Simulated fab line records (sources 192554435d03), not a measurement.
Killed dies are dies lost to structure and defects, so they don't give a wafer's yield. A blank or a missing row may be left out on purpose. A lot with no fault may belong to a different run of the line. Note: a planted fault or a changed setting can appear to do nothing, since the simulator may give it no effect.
Lot-split experiment ; flow n5-finfet ; route with 1938 steps; 7 lots, 21 wafers read

THE SPLIT ITSELF
At N5_ZERO_LAYER_EXPOSE_08 (exposes mask ZERO, defocus 0 nm, target cd 2000 nm), the setting dose-mj was moved away from the recipe's 16.2 on 8 of the 21 wafers read, by -3.7% to +7.1%. This setting was run at the recipe's value on the other wafers.

FROM THE SPLIT TO THE READING: what the file shows between them, 3 steps
- N5_ZERO_LAYER_PEB_09
- N5_ZERO_LAYER_DEVELOP_10: develop time 60 s
- N5_ZERO_LAYER_HARDBAKE_23: time 120 s

THE READING
Shown in nm: cd-nm at N5_ZERO_LAYER_CD_MEAS_11, with target cd 2000 nm. Typical for fault-free wafers on this fab line: 1998.3 nm, with standard deviation 3 nm.

wafer;tool, chamber at the split;dose-mj as run;against the recipe;cd-nm, nm;against lot-mates on the recipe
L076.3;krf-scanner-01, 0;16.2;recipe;1997.5;-
L076.4;krf-scanner-01, 0;16.2;recipe;1996.8;-
L076.6;krf-scanner-01, 0;16.2;recipe;1999.8;-
L078.1;krf-scanner-01, 0;16.2;recipe;1997.1;-
L078.2;krf-scanner-01, 0;16.2;recipe;1997.9;-
L078.5;krf-scanner-01, 0;16.2;recipe;1994.7;-
L079.1;krf-scanner-02, 0;16.2;recipe;1994.8;-
L079.2;krf-scanner-02, 0;17.35;+7.1%;2008.4;+13.6
L079.5;krf-scanner-02, 0;17.35;+7.1%;2009.1;+14.3
L081.1;krf-scanner-02, 0;15.85;-2.2%;1994.0;no lot-mate on the recipe
L081.2;krf-scanner-02, 0;15.85;-2.2%;1995.7;no lot-mate on the recipe
L081.4;krf-scanner-02, 0;15.85;-2.2%;1996.7;no lot-mate on the recipe
L082.2;krf-scanner-02, 0;16.2;recipe;2000.8;-
L082.3;krf-scanner-02, 0;16.2;recipe;1997.8;-
L082.5;krf-scanner-02, 0;15.6;-3.7%;1990.2;-9.1
L084.2;krf-scanner-02, 0;16.2;recipe;2001.7;-
L084.3;krf-scanner-02, 0;16.2;recipe;1994.7;-
L084.5;krf-scanner-02, 0;16.2;recipe;2001.3;-
L095.2;krf-scanner-01, 0;16.2;recipe;1998.3;-
L095.3;krf-scanner-01, 0;16.74;+3.3%;2003.4;+5.1
L095.5;krf-scanner-01, 0;16.74;+3.3%;2007.7;+9.4

THE FIT
A straight line over all 21 wafers: cd-nm changes by +1.64 nm for each +1% of dose-mj; r = +0.89; the points scatter about the line by 2.3 nm.
The same after taking each lot's own level away (the mean of its wafers on the recipe; 18 wafers): +2.06 nm for each +1%; r = +0.95; scatter 1.9 nm.
That fit puts the effect of the largest move of dose-mj on the reading at 15 nm.
Measured against the standard deviation above, the lots' own levels, which go from 1994.80 to 1999.30 nm, span 1.5 times it.
Thus the slope moves with the lot-to-lot level: the two fits are different.
Check: with one of the wafers moved furthest among these (+7.1%) left out of the fit, the line predicts +15.1 nm for it against its lot-mates. It came out at +13.6 nm against them.

THE WHOLE CHAIN: every reading that the file lists as answering this split, in the file's order
step;what it does;reading;change (the file's fit);r (the file's)
N5_ZERO_LAYER_CD_MEAS_11;target cd 2000 nm;cd-nm;+2.09 nm for each +1% of the setting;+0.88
N5_ZERO_LAYER_DESCUM_16;chemistry O2, time 7.9 s;ZERO_LAYER.cd-nm (the simulator's own value, which no gauge read);+2.09 nm for each +1% of the setting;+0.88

THE FILE'S OWN FIT
cd-nm changes by +2.09 nm for each +1% of dose-mj, r = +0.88.
